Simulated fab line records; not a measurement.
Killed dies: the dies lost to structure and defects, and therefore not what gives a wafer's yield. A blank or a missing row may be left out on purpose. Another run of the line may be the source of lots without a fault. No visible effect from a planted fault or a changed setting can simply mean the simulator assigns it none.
fab line records | flow n5Finfet
record: lots: 10 wafers: 30 lastDay: 17
route steps=1938 shown BEOL_M1@824 BEOL_M4@1111 PASSIVATION@1936
lots untouched by any fault: they come from a run of this same line in which no faults occurred
startH: hours from the record's opening day to when the first of the lot's shown wafers began | waitH: hours elapsed since this lot's preceding step | " repeats the value in the row above | L1.1+2: a single row standing in for several wafers | - no value, or no start given | * or withheld: withheld | < > ~ a bound
route shown NAME@n: a module of which the file shows steps, and the number in the route of the first | usual: mean and standard deviation over wafers with no fault | same: alike in all rows | chamber/n: place in a boat | sites: each site's reading | _std_site: the standard deviation of these | _edge_site: inner sites' mean taken away from outer sites' mean | radiusMm: for every site, how far away it sits from the centre of the wafer | mask NAME#n: copy n | behind: tool/chamber where the wafer was last shaped | hold: why the lot went on hold/how many hours it stayed there/how the hold came to an end | device: the transistor (n, p or np) that didn't switch | end of line: the same wafers' tests at the end of the route | a step given without rows: its recipe and nothing more | killed: the dies lost at the first sort to structure and to defects; this is not the yield of the wafer | map: per-die view of a wafer (x killed, . not killed, _ where there is no die)
set.NAME: the setting that was run; set.NAME@STEP: the one run at that earlier step | model.NAME: the simulator's own value behind a step, which no gauge read
one table for each step of the route and one row for each wafer, over a sample of lots
services: the hour from which a tool's chamber was out of use, counted from the record's first day as startH (under 0 if before that day), plus the number of hours and why
== steps ==
step: N5_BEOL_M1_SPUTTER_90
recipe: material: Cu targetThkA: 45 tempC: -20 chamberPressurePa: 0.07 powerW: withheld timeS: 8.29
usual: susceptorTempC: -20.00/0.096 throttleValvePct: 30.0/1.2
columns lot.wafer tool chamber startH waitH susceptorTempC throttleValvePct
L242.1 pvdSputter-01 - 140.59 0.1 -20.14 30.1
L242.2 " - " " -19.94 31.9
L242.3 " - " " -19.86 28.1
L243.1 pvdSputter-01 - 145.17 0.1 -20.18 30.2
L243.2 " - " " -19.93 30.1
L243.4 " - " " -20.04 31.7
L247.1 pvdSputter-01 - 176.38 0.1 -20.05 32.0
L247.3 " - " " -19.98 28.2
L247.6 " - " " -19.98 30.2
L249.3 pvdSputter-01 - 180.10 0.1 -20.09 28.0
L249.4 " - " " -19.84 30.3
L249.6 " - " " -19.79 30.1
L257.4 pvdSputter-03 - 232.98 0.1 -19.93 29.4
L257.5 " - " " -20.12 29.8
L257.6 " - " " -20.07 31.7
L258.1 pvdSputter-01 - 240.50 0.1 -19.92 31.9
L258.2 " - " " -20.12 27.8
L258.4 " - " " -19.97 30.4
L259.1 pvdSputter-02 - 243.68 0.1 -19.90 30.7
L259.4 " - " " -20.10 28.5
L259.5 " - " " -20.09 28.9
L260.4 pvdSputter-03 - 247.26 0.1 -20.09 29.5
L260.5 " - " " -20.07 29.7
L260.6 " - " " -19.90 32.0
L261.1 pvdSputter-01 - 258.49 0.1 -19.92 27.8
L261.3 " - " " -19.96 30.2
L261.6 " - " " -19.93 27.8
L263.1 pvdSputter-02 - 264.61 0.1 -19.96 30.8
L263.2 " - " " -20.14 28.6
L263.6 " - " " -19.94 30.7
step: N5_BEOL_M1_ECD_50
recipe: material: Cu targetThkA: 3000
columns lot.wafer tool chamber startH waitH
L242.1+2+3 ecdCu-01 1,0,1 141.36 0.1
L243.1+2+4 ecdCu-01 1,0,0 145.94 0.1
L247.1+3+6 ecdCu-01 1,0,1 177.16 0.1
L249.3+4+6 ecdCu-01 1,0,1 180.90 0.1
L257.4+5+6 ecdCu-01 1,1,0 233.77 0.1
L258.1+2+4 ecdCu-01 0,1,1 241.27 0.1
L259.1+4+5 ecdCu-01 0,1,1 244.46 0.1
L260.4+5+6 ecdCu-01 0,1,0 248.06 0.1
L261.1+3+6 ecdCu-01 0,0,1 259.26 0.1
L263.1+2+6 ecdCu-01 0,1,0 265.39 0.1
step: N5_BEOL_M1_CMP_52
recipe: stopOn: SiOC tOverpolishS: 6.8 downForcePsi: 1 platenRpm: 50 clearingPlatenDownForcePsi: 1.5 clearingPlatenRpm: 50 postCmpClean: cuAlkaline targetThkNm: 40 clearingPlatenPadVelocityMS: 0.99484 padVelocityMS: 0.99484
usual: edgeZonePressureFrac: 1.001/0.0051 motorCurrentA: 6.1/0.57 platenRpm: 50.00/0.035 retainingRingPressureFrac: 1.000/0.0053 timeToEndpointS: 62.9/2.8
columns lot.wafer tool chamber startH waitH edgeZonePressureFrac motorCurrentA platenRpm retainingRingPressureFrac timeToEndpointS
L242.3 cmp-02 3 141.74 0.2 1.004 6.2 50.06 1.002 61.4
L242.1 " 0 " " 0.998 5.7 50.06 1.002 64.6
L242.2 " 1 " " 1.003 4.8 50.01 1.005 68.1
L243.1 cmp-01 1 146.58 0.5 0.999 6.4 49.99 1.000 68.3
L243.2 " 2 " " 1.010 5.8 50.02 0.996 65.2
L243.4 " 3 " " 1.004 6.0 50.01 0.999 64.7
L247.3 cmp-01 0 177.65 0.2 0.997 6.7 49.99 0.998 61.9
L247.1 " 2 " " 1.001 5.7 50.05 0.995 63.9
L247.6 " 0 " " 1.004 6.3 49.96 1.003 63.7
L249.3 cmp-04 1 181.31 0.2 1.003 7.6 50.05 0.992 60.3
L249.4 " 3 " " 0.997 6.0 50.09 1.005 59.3
L249.6 " 0 " " 1.014 6.0 49.95 0.997 58.8
L257.4 cmp-04 0 234.13 0.1 0.994 6.0 49.98 0.999 4.3
L257.6 " 0 " " 0.991 6.1 50.02 0.999 2.9
L257.5 " 1 " " 1.003 7.1 50.06 1.003 4.9
L258.2 cmp-04 3 241.65 0.2 1.007 6.0 49.96 1.009 0.0
L258.1 " 1 " " 1.001 7.0 49.99 1.002 1.7
L258.4 " 2 " " 1.001 5.7 50.05 1.000 0.7
L259.1 cmp-01 3 244.84 0.3 1.001 6.3 50.01 1.002 0.1
L259.4 " 0 " " 0.998 6.7 49.92 1.002 0.0
L259.5 " 3 " " 1.006 6.1 49.98 1.000 0.0
L260.4 cmp-04 2 248.46 0.2 1.001 5.8 49.99 0.999 60.7
L260.6 " 1 " " 0.995 7.6 49.98 1.003 65.9
L260.5 " 2 " " 1.003 5.9 49.95 1.003 65.5
L261.3 cmp-04 3 259.64 0.2 0.998 6.5 50.05 0.998 60.2
L261.1 " 0 " " 0.998 6.2 50.03 0.993 62.4
L261.6 " 3 " " 1.001 6.3 50.00 1.000 59.6
L263.2 cmp-01 1 265.84 0.3 0.998 6.6 50.02 1.000 62.7
L263.1 " 2 " " 0.997 5.9 49.96 0.993 61.0
L263.6 " 3 " " 0.999 6.2 49.98 1.002 62.8
step: N5_BEOL_M1_CO_CAP_55
recipe: material: Co targetThkA: 20 tempC: 200 precursor: CCTBA/H2 pressureTorr: 30 timeS: 102.1
usual: heaterPowerW: 247/28 susceptorTempC: 200.02/0.16
columns lot.wafer tool chamber startH waitH heaterPowerW susceptorTempC
L242.1 cvdCo-01 2 142.11 0.0 283 200.19
L242.2 " 1 " " 233 200.08
L242.3 " 0 " " 258 199.92
L243.1 cvdCo-02 1 146.95 0.0 197 200.16
L243.2 " 2 " " 244 199.94
L243.4 " 0 " " 235 200.22
L247.1 cvdCo-02 1 177.98 0.0 194 200.12
L247.3 " 2 " " 240 199.98
L247.6 " 1 " " 196 200.09
L249.3 cvdCo-01 1 181.64 0.0 241 199.94
L249.4 " 2 " " 292 200.55
L249.6 " 0 " " 250 200.12
L257.4 cvdCo-01 1 234.72 0.1 241 200.23
L257.5 " 1 " " 238 200.18
L257.6 " 2 " " 284 199.90
L258.1 cvdCo-02 1 242.02 0.0 205 200.03
L258.2 " 0 " " 233 199.64
L258.4 " 1 " " 197 199.97
L259.1 cvdCo-02 0 245.21 0.0 227 199.94
L259.4 " 2 " " 240 200.16
L259.5 " 1 " " 203 200.18
L260.4 cvdCo-01 1 248.82 0.0 239 200.05
L260.5 " 2 " " 298 200.04
L260.6 " 0 " " 258 200.22
L261.1 cvdCo-02 0 260.01 0.0 236 199.95
L261.3 " 1 " " 198 199.89
L261.6 " 2 " " 246 199.90
L263.1 cvdCo-01 2 266.14 0.0 287 199.93
L263.2 " 1 " " 239 200.29
L263.6 " 2 " " 290 199.96
step: N5_BEOL_M4_RC_MEAS_101
usual: DIBL_N: 36.3/1.7 DIBL_P: 36.3/2.2 IOFF_N: 0.16/0.034 IOFF_P: 0.21/0.038 ION_N: 673/13 ION_P: 461/8.3 SS_N: 71.5/0.55 SS_P: 73.3/0.67 VT_N: 250/3.4 VT_P: -251/3.5
columns lot.wafer tool chamber startH waitH DIBL_N[mV/V] DIBL_P[mV/V] IOFF_N[nA/um] IOFF_P[nA/um] ION_N[uA/um] ION_P[uA/um] SS_N[mV/dec] SS_P[mV/dec] VT_N[mV] VT_P[mV]
L242.1 prober-01 0 177.92 0.0 35.3 34.0 0.15 0.18 665 454 70.9 73.4 249 -251
L242.2 " 0 " " 33.9 32.8 0.12 0.17 644 446 70.8 73.3 253 -253
L242.3 " 0 " " 35.4 35.6 0.15 0.21 660 456 71.4 73.8 253 -249
L243.1 prober-02 0 187.30 0.0 33.0 31.4 0.10 0.14 658 456 71.1 71.6 256 -255
L243.2 " 0 " " 35.9 35.7 0.15 0.19 667 461 71.4 73.1 253 -254
L243.4 " 0 " " 35.8 35.9 0.14 0.20 672 464 71.2 73.4 252 -253
L247.1 prober-02 0 211.15 0.0 36.0 35.6 0.16 0.21 667 458 71.7 72.8 248 -249
L247.3 " 0 " " 35.1 34.5 0.14 0.20 672 453 71.5 72.4 248 -251
L247.6 " 0 " " 37.5 37.1 0.20 0.24 686 462 71.5 72.8 245 -249
L249.3 prober-01 0 213.62 0.3 39.5 39.5 0.22 0.33 698 484 72.3 74.4 248 -241
L249.4 " 0 " " 35.5 35.5 0.15 0.23 680 472 71.4 73.7 248 -245
L249.6 " 0 " " 36.1 35.8 0.15 0.22 677 468 72.1 73.2 253 -247
L260.4 prober-02 0 287.43 0.5 39.4 39.6 0.22 0.27 699 475 71.7 73.7 244 -247
L260.5 " 0 " " 35.8 34.8 0.13 0.18 669 462 71.5 72.2 255 -251
L260.6 " 0 " " 37.2 37.5 0.18 0.23 688 471 71.2 74.1 248 -250
L261.1 prober-01 0 290.26 0.0 35.2 35.0 0.12 0.20 673 474 71.0 72.3 252 -250
L261.3 " 0 " " 39.5 41.1 0.22 0.32 702 489 71.9 74.4 244 -243
L261.6 " 0 " " 39.0 38.8 0.19 0.28 686 479 71.5 73.7 246 -244
L263.1 prober-02 0 296.96 0.0 36.2 35.5 0.14 0.17 662 453 71.2 73.1 253 -256
L263.2 " 0 " " 38.1 37.5 0.18 0.20 671 455 71.8 73.8 248 -251
L263.6 " 0 " " 38.4 38.9 0.20 0.23 693 465 71.8 74.1 248 -253
step: N5_PASSIVATION_PROBE_49
usual: defectLimitedYield: 91.4/1.6 killed_at_M0_to_M3: 34/10 killed_at_M4_up: 12/4.8 killedAtContacts: 11/6.2 killedAtFrontEnd: 39/13 killedAtOther: 4/3.1 killedDies: 101/19 killedOnRim: 13/4.1 killedOpen: 67/14 killedShort: 32/8.3 sort_bin_5_function: 5.0/1 sort_bin_6_memory: 3.2/0.76 sort_bin_8_speed: 0.00/0.026 sortNPass: 1079/19
same: grossDies: 1180 killedAtBackSide: 0 sort_bin_4_leakage[%]: 0
columns lot.wafer tool chamber startH waitH defectLimitedYield[%] killed_at_M0_to_M3 killed_at_M4_up killedAtContacts killedAtFrontEnd killedAtOther killedDies killedOnRim killedOpen killedShort sort_bin_5_function[%] sort_bin_6_memory[%] sort_bin_8_speed[%] sortNPass
L243.1 prober-01 - 292.29 0.0 92.3 37 17 4 30 3 91 12 59 32 5.0 2.6 0 1089
L243.2 prober-01 - 292.34 0.1 92.4 30 9 11 32 8 90 16 56 32 4.5 2.6 0 1090
L243.4 prober-01 - 292.44 0.2 91.7 19 17 9 38 15 98 15 54 39 4.8 2.7 0 1082
L247.1 prober-01 - 311.26 0.0 90.8 44 8 11 35 10 108 14 64 44 5.5 3.5 0 1072
L247.3 prober-01 - 311.36 0.1 91.6 42 7 5 39 6 99 16 45 51 4.6 2.9 0 1081
L247.6 prober-01 - 311.51 0.3 90.3 48 18 6 36 6 114 12 68 44 6.0 3.1 0 1066
L257.4 prober-02 - 376.87 0.2 0 1115 5 18 39 3 1180 152 75 36 96.2 3.5 0 0
L257.5 prober-02 - 376.92 0.2 0 1115 17 14 26 8 1180 152 80 28 96.3 3.4 0 0
L257.6 prober-02 - 376.97 0.3 0 1109 6 20 40 5 1180 152 80 41 96.0 3.5 0 0
L258.1 prober-02 - 383.11 0.0 0 1100 28 10 39 3 1180 152 65 35 96.4 3.3 0 0
L258.2 prober-02 - 383.16 0.1 0 1111 14 6 48 1 1180 152 64 37 97.5 2.3 0 0
L258.4 prober-02 - 383.26 0.2 0 1088 18 14 45 15 1180 152 83 42 95.4 4.2 0 0
L259.1 prober-02 - 387.82 0.0 0 1109 17 18 30 6 1180 152 82 27 96.8 3.1 0 0
L259.4 prober-02 - 387.97 0.2 0 1122 11 14 30 3 1180 152 64 29 96.8 2.7 0 0
L259.5 prober-02 - 388.02 0.2 0 1090 19 31 33 7 1180 152 84 43 94.6 4.9 0 0
killed by level:class
L243.1 BEOL_M3:geometricParticle:open=11 FIN_SAQP:geometricParticle:short=8 STI_FIN_REVEAL:geometricParticle:open=6 BEOL_M0_SAQP:geometricParticle:open=6 BEOL_M0_SAQP:geometricParticle:short=6 BEOL_M2:geometricParticle:open=6 BEOL_M4:geometricParticle:open=6 MOL_CONTACT_COAG:geometricParticle:open=4
L243.2 FIN_SAQP:geometricParticle:short=13 MOL_CONTACT_COAG:geometricParticle:open=10 STI_FIN_REVEAL:geometricParticle:open=8 BEOL_M2:geometricParticle:open=8 BEOL_M3:geometricParticle:open=7 BEOL_M0_SAQP:geometricParticle:open=5 BEOL_M0_SAQP:geometricParticle:short=5 BEOL_M1:geometricParticle:open=4
L243.4 FIN_SAQP:geometricParticle:short=9 MOL_CONTACT_COAG:geometricParticle:open=8 BEOL_M0_SAQP:geometricParticle:short=7 BEOL_M4:geometricParticle:open=7 STI_FIN_REVEAL:geometricParticle:open=6 PASS1_CAP:geometricParticle:short=6 DUMMY_GATE:geometricParticle:open=4 STARTING-WAFER:geometricParticle:short=4
L247.1 STI_FIN_REVEAL:geometricParticle:open=14 BEOL_M0_SAQP:geometricParticle:open=13 BEOL_M0_SAQP:geometricParticle:short=12 FIN_SAQP:geometricParticle:short=11 MOL_CONTACT_COAG:geometricParticle:open=8 FIN_SAQP:geometricParticle:open=5 BEOL_M0:geometricParticle:open=4 BEOL_M1:geometricParticle:open=4
L247.3 BEOL_M0_SAQP:geometricParticle:short=17 FIN_SAQP:geometricParticle:short=11 BEOL_M0_SAQP:geometricParticle:open=10 STI_FIN_REVEAL:geometricParticle:open=7 MOL_CONTACT_COAG:geometricParticle:open=4 STARTING-WAFER:geometricParticle:short=4 BEOL_M2:geometricParticle:open=3 DUMMY_GATE:geometricParticle:short=3
L247.6 BEOL_M0_SAQP:geometricParticle:open=18 BEOL_M0_SAQP:geometricParticle:short=16 GATE_CUT:geometricParticle:short=8 FIN_SAQP:geometricParticle:open=6 BEOL_M4:geometricParticle:open=6 MOL_CONTACT_COAG:geometricParticle:open=5 FIN_SAQP:geometricParticle:short=4 GATE_CUT:geometricParticle:open=4
L257.4 BEOL_M1:areaEcd=1067 MOL_CONTACT_COAG:geometricParticle:open=12 BEOL_M2:geometricParticle:open=12 STI_FIN_REVEAL:geometricParticle:open=9 BEOL_M3:geometricParticle:open=9 BEOL_M1:geometricParticle:short=7 GATE_CUT:geometricParticle:open=6 BEOL_M0_SAQP:geometricParticle:open=6
L257.5 BEOL_M1:areaEcd=1070 MOL_CONTACT_COAG:geometricParticle:open=14 BEOL_M3:geometricParticle:open=11 BEOL_M0_SAQP:geometricParticle:open=10 STI_FIN_REVEAL:geometricParticle:open=7 BEOL_M1:geometricParticle:short=6 BEOL_M1:geometricParticle:open=5 PASS1_CAP:geometricParticle:short=5
L257.6 BEOL_M1:areaEcd=1059 MOL_CONTACT_COAG:geometricParticle:open=16 FIN_SAQP:geometricParticle:open=14 BEOL_M3:geometricParticle:open=13 BEOL_M0_SAQP:geometricParticle:open=11 BEOL_M0_SAQP:geometricParticle:short=8 FIN_SAQP:geometricParticle:short=6 BEOL_M2:geometricParticle:open=6
L258.1 BEOL_M1:areaEcd=1079 BEOL_M4:geometricParticle:open=11 STI_FIN_REVEAL:geometricParticle:open=7 MOL_CONTACT_COAG:geometricParticle:open=7 FIN_SAQP:geometricParticle:short=6 FIN_SAQP:geometricParticle:open=5 BEOL_M5:geometricParticle:open=5 BEOL_M0_SAQP:geometricParticle:open=5
L258.2 BEOL_M1:areaEcd=1079 FIN_SAQP:geometricParticle:open=13 STI_FIN_REVEAL:geometricParticle:open=13 BEOL_M4:geometricParticle:open=8 BEOL_M3:geometricParticle:open=6 BEOL_M2:geometricParticle:short=6 MOL_CONTACT_COAG:geometricParticle:open=5 BEOL_M1:geometricParticle:open=5
L258.4 BEOL_M1:areaEcd=1054 STI_FIN_REVEAL:geometricParticle:open=11 BEOL_M3:geometricParticle:open=10 MOL_CONTACT_COAG:geometricParticle:open=10 BEOL_M4:geometricParticle:open=10 BEOL_M1:geometricParticle:open=9 FIN_SAQP:geometricParticle:open=8 BEOL_M0_SAQP:geometricParticle:short=6
L259.1 BEOL_M1:areaEcd=1069 MOL_CONTACT_COAG:geometricParticle:open=15 BEOL_M0_SAQP:geometricParticle:open=11 FIN_SAQP:geometricParticle:open=9 BEOL_M2:geometricParticle:open=9 BEOL_M1:geometricParticle:open=8 BEOL_M4:geometricParticle:open=8 STI_FIN_REVEAL:geometricParticle:open=7
L259.4 BEOL_M1:areaEcd=1085 MOL_CONTACT_COAG:geometricParticle:open=11 BEOL_M2:geometricParticle:open=11 FIN_SAQP:geometricParticle:open=10 BEOL_M0_SAQP:geometricParticle:short=8 BEOL_M0_SAQP:geometricParticle:open=7 BEOL_M2:geometricParticle:short=6 DUMMY_GATE:geometricParticle:open=5
L259.5 BEOL_M1:areaEcd=1050 MOL_CONTACT_COAG:geometricParticle:open=24 BEOL_M0_SAQP:geometricParticle:short=10 BEOL_M2:geometricParticle:open=9 BEOL_M4:geometricParticle:open=8 FIN_SAQP:geometricParticle:open=7 MOL_CONTACT_COAG:geometricParticle:short=7 BEOL_M0_SAQP:geometricParticle:open=7
== services ==
columns tool chamber startH hours kind
cmp-01 - 120.30 5.6 pm
cmp-04 - 131.63 1.2 repair
pvdSputter-03 - 143.41 1.6 repair
cmp-02 - 145.78 18.0 pm
ecdCu-01 - 155.55 0.7 repair
cmp-04 - 161.29 6.6 pm
cmp-02 - 165.54 4.0 pm
cmp-01 - 165.57 4.9 repair
cmp-02 - 169.54 - consumableReplace:conditioner
cmp-02 - 169.54 - consumableReplace:pad
cmp-04 - 172.14 2.8 repair
cmp-02 - 196.89 0.9 repair
cmp-04 - 198.57 4.0 pm
cmp-04 - 202.57 - consumableReplace:conditioner
cmp-04 - 202.57 - consumableReplace:pad
cmp-01 - 209.63 6.6 repair
cvdCo-01 0 229.96 8.2 repair
cmp-01 - 245.24 6.2 repair
== key ==
firstSign: step: N5_BEOL_M1_CMP_52 reading: timeToEndpointS direction: down sigmas: 22 usual: * struck: *
effect: step: N5_PASSIVATION_PROBE_49 reading: killed_at_M0_to_M3 direction: up sigmas: 99+ usual: 34 struck: 1107
moreKillsBornAt: N5_BEOL_M1_ECD_50@ecdCu-01: 9612
metAt N5_BEOL_M1_ECD_50
struckLots L257,L258,L259
laterRowsLeftOut L257.4,L257.5,L257.6,L258.1,L258.2,L258.4,L259.1,L259.4,L259.5
notActingAt N5_BEOL_M1_SPUTTER_90,N5_BEOL_M1_CO_CAP_55
onsetBetween 180.90 233.77
fault: kind: skippedStepWhole tool: ecdCu-01 chamber: - onsetH: 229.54 steps: N5_BEOL_M1_ECD_50 scope: struckLotsOnly
laterRowsLeftOut: the simulator's readings of these wafers behind a module that went badly wrong aren't trusted and aren't shown, but for the sort
